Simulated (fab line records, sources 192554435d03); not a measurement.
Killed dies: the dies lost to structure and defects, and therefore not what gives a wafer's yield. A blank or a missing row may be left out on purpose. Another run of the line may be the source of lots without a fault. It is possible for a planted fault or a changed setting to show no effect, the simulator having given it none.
Which tool is to blame? :: flow n5_finfet :: at 1 step of a route of 1938, 12 lots with 36 wafers sampled

## WHAT THE GAUGES SHOWED, per wafer
N5_BEOL_M8_CD_MEAS_11: the cd target is 38.5 nm.
lot: L074
measured: day 10 03:16
on: cd_sem-03
cd_nm (nm): 37.7 38.4 38.8

lot: L079
measured: day 10 18:19
on: cd_sem-03
cd_nm (nm): 38.2 38.3 37.6

lot: L078
measured: day 11 08:09
on: cd_sem-03
cd_nm (nm): 38.3 39.0 38.3

lot: L080
measured: day 12 04:06
on: cd_sem-01
cd_nm (nm): 38.2 38.2 38.6

lot: L083
measured: day 12 06:29
on: cd_sem-03
cd_nm (nm): 38.8 38.3 38.5

lot: L085
measured: day 12 12:32
on: cd_sem-02
cd_nm (nm): 38.2 38.7 38.3

lot: L087
measured: day 13 16:22
on: cd_sem-02
cd_nm (nm): 38.4 38.0 38.5

lot: L090
measured: day 13 18:25
on: cd_sem-01
cd_nm (nm): 37.7 38.8 38.7

lot: L092
measured: day 14 04:25
on: cd_sem-03
cd_nm (nm): 39.2 39.3 38.6

lot: L093
measured: day 14 20:28
on: cd_sem-01
cd_nm (nm): 38.6 38.2 39.0

lot: L095
measured: day 15 02:45
on: cd_sem-02
cd_nm (nm): 38.8 37.5 38.6

lot: L097
measured: day 17 08:25
on: cd_sem-03
cd_nm (nm): 37.8 37.6 37.7

## WHICH TOOL RAN EACH LOT (tool, then ch and the chambers of the sampled wafers, then the start)
Record: no process step prior to these readings.

## THE ANSWER, worked out from the rows above alone
Rule: the lots themselves supply what counts as usual. Put in order of their means at a reading, lots are off if they are a third of the lots or fewer, leave a main group of 4 or more, and stand apart from it by a gap of 3 or more times the standard deviation of the main group's means; of several such gaps the widest counts. If all means in a main group match to the digits the tables above print for the reading, that group is not used. A lot without any number at a reading at which 4 lots or more have one is off too. Any other lot the step has rows for is counted as sound.
No lot is off at any reading shown: from this, nothing can be told.

## WHAT THE SIMULATOR HAD INSERTED
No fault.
